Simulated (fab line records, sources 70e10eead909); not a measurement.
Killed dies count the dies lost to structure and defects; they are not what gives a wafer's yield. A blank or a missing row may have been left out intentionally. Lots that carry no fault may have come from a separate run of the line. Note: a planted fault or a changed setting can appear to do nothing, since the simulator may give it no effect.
Which tool is to blame? :: flow nandHarc :: 12 lots, 36 wafers sampled, at 6 steps of a route of 1159

WHAT EACH GAUGE READ, for each wafer
NHARC_A_ONON_D1_THK_MEAS_14: measures by ellipsometry.
lot: L410
measured: day 7 17:04
on: filmMetro-01
thkNm (nm): 1003 1002 1001

lot: L411
measured: day 7 22:23
on: filmMetro-01
thkNm (nm): 989 989 989

lot: L412
measured: day 7 22:24
on: filmMetro-02
thkNm (nm): 1006 1004 1005

lot: L417
measured: day 9 21:46
on: filmMetro-02
thkNm (nm): 999 1000 1000

lot: L419
measured: day 9 21:36
on: filmMetro-02
thkNm (nm): 1009 1007 1008

lot: L423
measured: day 10 18:16
on: filmMetro-02
thkNm (nm): 1004 1006 1004

lot: L425
measured: day 11 09:49
on: filmMetro-01
thkNm (nm): 988 989 988

lot: L426
measured: day 11 18:32
on: filmMetro-01
thkNm (nm): 998 999 998

lot: L427
measured: day 12 02:37
on: filmMetro-01
thkNm (nm): 1009 1008 1011

lot: L430
measured: day 12 09:22
on: filmMetro-01
thkNm (nm): 995 995 995

lot: L431
measured: day 12 19:02
on: filmMetro-01
thkNm (nm): 987 988 989

lot: L432
measured: day 13 01:14
on: filmMetro-02
thkNm (nm): 1009 1007 1010

NHARC_A_CHANNEL_HOLE_D1_INSPECT_40.
lot: L410
measured: day 8 16:11
on: defectInspect-02
rawDefectCount: 81 78 86

lot: L411
measured: day 8 22:34
on: defectInspect-02
rawDefectCount: 53 71 95

lot: L412
measured: day 8 22:00
on: defectInspect-01
rawDefectCount: 51 36 66

lot: L417
measured: day 10 23:49
on: defectInspect-02
rawDefectCount: 38 64 54

lot: L419
measured: day 10 22:10
on: defectInspect-01
rawDefectCount: 779 75 70

lot: L423
measured: day 11 15:52
on: defectInspect-01
rawDefectCount: 791 73 86

lot: L425
measured: day 12 08:43
on: defectInspect-02
rawDefectCount: 58 63 58

lot: L426
measured: day 12 14:25
on: defectInspect-01
rawDefectCount: 66 52 71

lot: L427
measured: day 12 23:16
on: defectInspect-02
rawDefectCount: 85 87 78

lot: L430
measured: day 13 05:13
on: defectInspect-02
rawDefectCount: 78 89 69

lot: L431
measured: day 13 18:47
on: defectInspect-01
rawDefectCount: 98 96 72

lot: L432
measured: day 14 01:07
on: defectInspect-01
rawDefectCount: 75 55 52

NHARC_END_SORT_01.
lot: L419
measured: day 24 19:25
on: prober-01
killedAtArray: 82 22 23
killedAtOther: 1 1 2
killedAtPeriphery: 4 6 3
killedDies: 87 29 28
killedOpen: 2 6 2
killedShort: 1 1 5

lot: L423
measured: day 25 03:07
on: prober-01
killedAtArray: 92 30 24
killedAtOther: 1 0 1
killedAtPeriphery: 1 0 0
killedDies: 94 30 25
killedOpen: 3 5 3
killedShort: 1 1 3

WHICH TOOL RAN EACH LOT (tool, then ch and the chambers of the sampled wafers, then the start)
lot: L410
NHARC_A_ZERO_WELL_RTA_16: rtpAnneal-02 ch 0, day 6 15:09
NHARC_A_CHANNEL_HOLE_D1_ETCH_16: rieDiel-09 ch 0,1, day 8 14:50 or earlier
NHARC_A_CHANNEL_HOLE_D1_STRIP_41: rieDiel-05 ch 0,1, day 8 14:50

lot: L411
NHARC_A_ZERO_WELL_RTA_16: rtpAnneal-01 ch 0, day 7 00:18
NHARC_A_CHANNEL_HOLE_D1_ETCH_16: rieDiel-09 ch 0,1,3, day 8 21:22 or earlier
NHARC_A_CHANNEL_HOLE_D1_STRIP_41: rieDiel-06 ch 0,3, day 8 21:22

lot: L412
NHARC_A_ZERO_WELL_RTA_16: rtpAnneal-02 ch 0, day 7 00:45
NHARC_A_CHANNEL_HOLE_D1_ETCH_16: rieDiel-06 ch 0,1,2, day 8 20:47 or earlier
NHARC_A_CHANNEL_HOLE_D1_STRIP_41: rieDiel-05 ch 1,2, day 8 20:47

lot: L417
NHARC_A_ZERO_WELL_RTA_16: rtpAnneal-02 ch 0, day 8 18:27
NHARC_A_CHANNEL_HOLE_D1_ETCH_16: rieDiel-06 ch 0,1,3, day 10 22:35 or earlier
NHARC_A_CHANNEL_HOLE_D1_STRIP_41: rieDiel-09 ch 0,1, day 10 22:35

lot: L419
NHARC_A_ZERO_WELL_RTA_16: rtpAnneal-01 ch 0, day 9 00:08
NHARC_A_CHANNEL_HOLE_D1_ETCH_16: rieDiel-09 ch 0,3, day 10 20:54 or earlier
NHARC_A_CHANNEL_HOLE_D1_STRIP_41: rieDiel-05 ch 1,2,3, day 10 20:54

lot: L423
NHARC_A_ZERO_WELL_RTA_16: rtpAnneal-02 ch 0, day 9 18:53
NHARC_A_CHANNEL_HOLE_D1_ETCH_16: rieDiel-09 ch 1,2, day 11 14:40 or earlier
NHARC_A_CHANNEL_HOLE_D1_STRIP_41: rieDiel-05 ch 0,1,3, day 11 14:40

lot: L425
NHARC_A_ZERO_WELL_RTA_16: rtpAnneal-02 ch 0, day 10 09:49
NHARC_A_CHANNEL_HOLE_D1_ETCH_16: rieDiel-09 ch 1,2, day 12 07:31 or earlier
NHARC_A_CHANNEL_HOLE_D1_STRIP_41: rieDiel-06 ch 0,1,2, day 12 07:31

lot: L426
NHARC_A_ZERO_WELL_RTA_16: rtpAnneal-01 ch 0, day 10 18:39
NHARC_A_CHANNEL_HOLE_D1_ETCH_16: rieDiel-05 ch 0,2,3, day 12 13:13 or earlier
NHARC_A_CHANNEL_HOLE_D1_STRIP_41: rieDiel-09 ch 0,1, day 12 13:13

lot: L427
NHARC_A_ZERO_WELL_RTA_16: rtpAnneal-02 ch 0, day 11 03:32
NHARC_A_CHANNEL_HOLE_D1_ETCH_16: rieDiel-09 ch 2,3, day 12 22:05 or earlier
NHARC_A_CHANNEL_HOLE_D1_STRIP_41: rieDiel-06 ch 1,2,3, day 12 22:05

lot: L430
NHARC_A_ZERO_WELL_RTA_16: rtpAnneal-01 ch 0, day 11 08:38
NHARC_A_CHANNEL_HOLE_D1_ETCH_16: rieDiel-05 ch 0,2, day 13 04:00 or earlier
NHARC_A_CHANNEL_HOLE_D1_STRIP_41: rieDiel-09 ch 0,2,3, day 13 04:00

lot: L431
NHARC_A_ZERO_WELL_RTA_16: rtpAnneal-01 ch 0, day 11 19:45
NHARC_A_CHANNEL_HOLE_D1_ETCH_16: rieDiel-09 ch 0,2,3, day 13 17:36 or earlier
NHARC_A_CHANNEL_HOLE_D1_STRIP_41: rieDiel-06 ch 1,2,3, day 13 17:36

lot: L432
NHARC_A_ZERO_WELL_RTA_16: rtpAnneal-01 ch 0, day 12 01:38
NHARC_A_CHANNEL_HOLE_D1_ETCH_16: rieDiel-05 ch 0,3, day 13 23:27 or earlier
NHARC_A_CHANNEL_HOLE_D1_STRIP_41: rieDiel-09 ch 2,3, day 13 23:27
- NHARC_A_ZERO_WELL_RTA_16: time 10 s.
- NHARC_A_CHANNEL_HOLE_D1_ETCH_16: etches the open film in O2/COS, target depth 3100 nm, time 806 s.
- NHARC_A_CHANNEL_HOLE_D1_STRIP_41: strips in N2/H2.

WHAT THE TOOLS THEMSELVES READ (means of the sampled wafers that have a number; where no wafer has one, the mark that the record gives instead)
NHARC_A_ZERO_WELL_RTA_16.
lot: L410
tool: rtpAnneal-02
lampPowerPct (%): 26
wafer_temp_C_max: 1002.2

lot: L411
tool: rtpAnneal-01
lampPowerPct (%): 32
wafer_temp_C_max: 1006.7

lot: L412
tool: rtpAnneal-02
lampPowerPct (%): 26
wafer_temp_C_max: 1003.6

lot: L417
tool: rtpAnneal-02
lampPowerPct (%): 26
wafer_temp_C_max: 1002.5

lot: L419
tool: rtpAnneal-01
lampPowerPct (%): 32
wafer_temp_C_max: 1005.1

lot: L423
tool: rtpAnneal-02
lampPowerPct (%): 26
wafer_temp_C_max: 1003.4

lot: L425
tool: rtpAnneal-02
lampPowerPct (%): 26
wafer_temp_C_max: 1003.1

lot: L426
tool: rtpAnneal-01
lampPowerPct (%): 32
wafer_temp_C_max: 1005.3

lot: L427
tool: rtpAnneal-02
lampPowerPct (%): 26
wafer_temp_C_max: 1003.0

lot: L430
tool: rtpAnneal-01
lampPowerPct (%): 32
wafer_temp_C_max: 1005.8

lot: L431
tool: rtpAnneal-01
lampPowerPct (%): 32
wafer_temp_C_max: 1005.0

lot: L432
tool: rtpAnneal-01
lampPowerPct (%): 32
wafer_temp_C_max: 1004.7

NHARC_A_CHANNEL_HOLE_D1_ETCH_16.
lot: L410
tool: rieDiel-09
chamberPressureMTorr (mTorr): 20.013
drypumpMotorCurrentA (A): 6.1
mfcArSccm (sccm): 0.000
oesProductAu (a.u.): 0.981
rfVppV (V): 316.3
showerheadPlenumPTorr (Torr): 3.24
throttleValvePct (%): 28.333

lot: L411
tool: rieDiel-09
chamberPressureMTorr (mTorr): 20.002
drypumpMotorCurrentA (A): 5.8
mfcArSccm (sccm): 0.000
oesProductAu (a.u.): 0.998
rfVppV (V): 316.2
showerheadPlenumPTorr (Torr): 3.26
throttleValvePct (%): 28.337

lot: L412
tool: rieDiel-06
chamberPressureMTorr (mTorr): 19.999
drypumpMotorCurrentA (A): 6.0
mfcArSccm (sccm): 0.013
oesProductAu (a.u.): 0.994
rfVppV (V): 313.8
showerheadPlenumPTorr (Torr): 3.08
throttleValvePct (%): 28.330

lot: L417
tool: rieDiel-06
chamberPressureMTorr (mTorr): 19.986
drypumpMotorCurrentA (A): 6.1
mfcArSccm (sccm): 0.014
oesProductAu (a.u.): 0.996
rfVppV (V): 312.4
showerheadPlenumPTorr (Torr): 3.01
throttleValvePct (%): 28.328

lot: L419
tool: rieDiel-09
chamberPressureMTorr (mTorr): 19.985
drypumpMotorCurrentA (A): 5.4
mfcArSccm (sccm): 0.000
oesProductAu (a.u.): 0.996
rfVppV (V): 316.3
showerheadPlenumPTorr (Torr): 3.26
throttleValvePct (%): 28.323

lot: L423
tool: rieDiel-09
chamberPressureMTorr (mTorr): 19.990
drypumpMotorCurrentA (A): 6.5
mfcArSccm (sccm): 0.000
oesProductAu (a.u.): 0.990
rfVppV (V): 315.4
showerheadPlenumPTorr (Torr): 3.25
throttleValvePct (%): 28.335

lot: L425
tool: rieDiel-09
chamberPressureMTorr (mTorr): 19.999
drypumpMotorCurrentA (A): 6.3
mfcArSccm (sccm): 0.000
oesProductAu (a.u.): 0.991
rfVppV (V): 316.4
showerheadPlenumPTorr (Torr): 3.27
throttleValvePct (%): 28.327

lot: L426
tool: rieDiel-05
chamberPressureMTorr (mTorr): 19.995
drypumpMotorCurrentA (A): 5.6
mfcArSccm (sccm): 0.011
oesProductAu (a.u.): 1.007
rfVppV (V): 314.5
showerheadPlenumPTorr (Torr): 3.15
throttleValvePct (%): 28.340

lot: L427
tool: rieDiel-09
chamberPressureMTorr (mTorr): 20.008
drypumpMotorCurrentA (A): 5.7
mfcArSccm (sccm): 0.000
oesProductAu (a.u.): 0.986
rfVppV (V): 316.4
showerheadPlenumPTorr (Torr): 3.29
throttleValvePct (%): 28.327

lot: L430
tool: rieDiel-05
chamberPressureMTorr (mTorr): 19.999
drypumpMotorCurrentA (A): 5.9
mfcArSccm (sccm): 0.022
oesProductAu (a.u.): 1.014
rfVppV (V): 312.9
showerheadPlenumPTorr (Torr): 3.05
throttleValvePct (%): 28.330

lot: L431
tool: rieDiel-09
chamberPressureMTorr (mTorr): 20.006
drypumpMotorCurrentA (A): 5.7
mfcArSccm (sccm): 0.000
oesProductAu (a.u.): 0.992
rfVppV (V): 316.2
showerheadPlenumPTorr (Torr): 3.28
throttleValvePct (%): 28.337

lot: L432
tool: rieDiel-05
chamberPressureMTorr (mTorr): 20.017
drypumpMotorCurrentA (A): 5.4
mfcArSccm (sccm): 0.022
oesProductAu (a.u.): 1.006
rfVppV (V): 312.4
showerheadPlenumPTorr (Torr): 3.06
throttleValvePct (%): 28.335

THE ANSWER, worked out from the rows above alone
Rule: what is usual is taken from the lots themselves. The widest of any qualifying gaps counts: lots, ordered by their means at a reading, are off when they make up no more than a third of the lots, leave a main group of 4 or more, and stand apart from it by 3 or more times the standard deviation of that group's means. If all means in a main group match to the digits the tables above print for the reading, that group is not used. A lot without any number at a reading at which 4 lots or more have one is off too. All remaining lots with rows at the step are treated as sound. After the gauges, taken in route order, come the tools' own readings; for these a lot's mean is taken, as printed above. At the first step where some lot is off, the reading lying furthest off is the one used; lots without a number count as furthest.
Off, at NHARC_A_CHANNEL_HOLE_D1_INSPECT_40 on rawDefectCount: L419, L423. The main group: mean 69, standard deviation 13.
If a tool, at a process step before that reading, ran all the lots that are off and no sound lot after the first of them, it fits. The gauges at NHARC_A_CHANNEL_HOLE_D1_INSPECT_40 are tried like those tools. NHARC_A_CHANNEL_HOLE_D1_ETCH_16: start missing for some lots; hours and lot order therefore follow NHARC_A_CHANNEL_HOLE_D1_STRIP_41. One fits: rieDiel-05 at NHARC_A_CHANNEL_HOLE_D1_STRIP_41. Its last sound lot is L412 (day 8 20:47), its first lot that is off L419 (day 10 20:54): a fault that began between those two fits.

WHAT WAS PUT IN BY THE SIMULATOR
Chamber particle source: rieDiel-05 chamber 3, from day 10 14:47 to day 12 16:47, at NHARC_A_CHANNEL_HOLE_D1_STRIP_41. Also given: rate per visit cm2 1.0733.
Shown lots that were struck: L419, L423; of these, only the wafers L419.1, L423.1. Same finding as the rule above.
